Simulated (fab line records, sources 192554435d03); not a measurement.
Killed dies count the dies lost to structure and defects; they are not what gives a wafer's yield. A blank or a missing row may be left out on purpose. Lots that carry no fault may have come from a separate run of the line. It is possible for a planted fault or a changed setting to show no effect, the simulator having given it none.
Matching of chambers ; flow n5_finfet ; N5_BEOL_M12_TRENCH_ETCH_34 on rie_diel-02 has 4 sister chambers
The step etches SiOC in C4F8/O2/Ar, target depth 318.95 nm, time 125.5 s. 4 wafers are shown with their chamber, then 8 later ones without.

WAFERS, EACH WITH ITS CHAMBER
wafer;chamber;showerhead_plenum_p_Torr (Torr)
L081.2;3;3.34
L081.3;0;3.42
L085.3;2;3.29
L090.3;1;3.60

WAFERS WITHOUT THEIR CHAMBER
wafer;showerhead_plenum_p_Torr (Torr)
L090.5;3.60
L090.6;3.41
L094.1;3.28
L094.4;3.41
L094.5;3.28
L097.3;3.40
L097.5;3.40
L097.6;3.27

EACH ONE'S CHAMBER
wafer;from the rows above;in truth
L090.5;1;1
L090.6;0;0
L094.1;2;2
L094.4;0;0
L094.5;2;2
L097.3;0;0
L097.5;0;0
L097.6;2;2
8 of 8 placed correctly. From these rows, 0 cannot be placed. Wrongly placed: 0.
How it was worked out, from the rows above alone: a wafer's distance from a chamber is the root of the sum, over the readings, of the square of ((its reading less the chamber's mean) divided by the reading's scatter). The wafer belongs to the nearest chamber; if the next one is less than 2 further off, it can't be placed. A chamber's mean is the mean of its shown wafers. The scatter (one wafer shown for each chamber): square how far every hidden wafer sits from the nearest shown wafer, average those squares and take the square root.
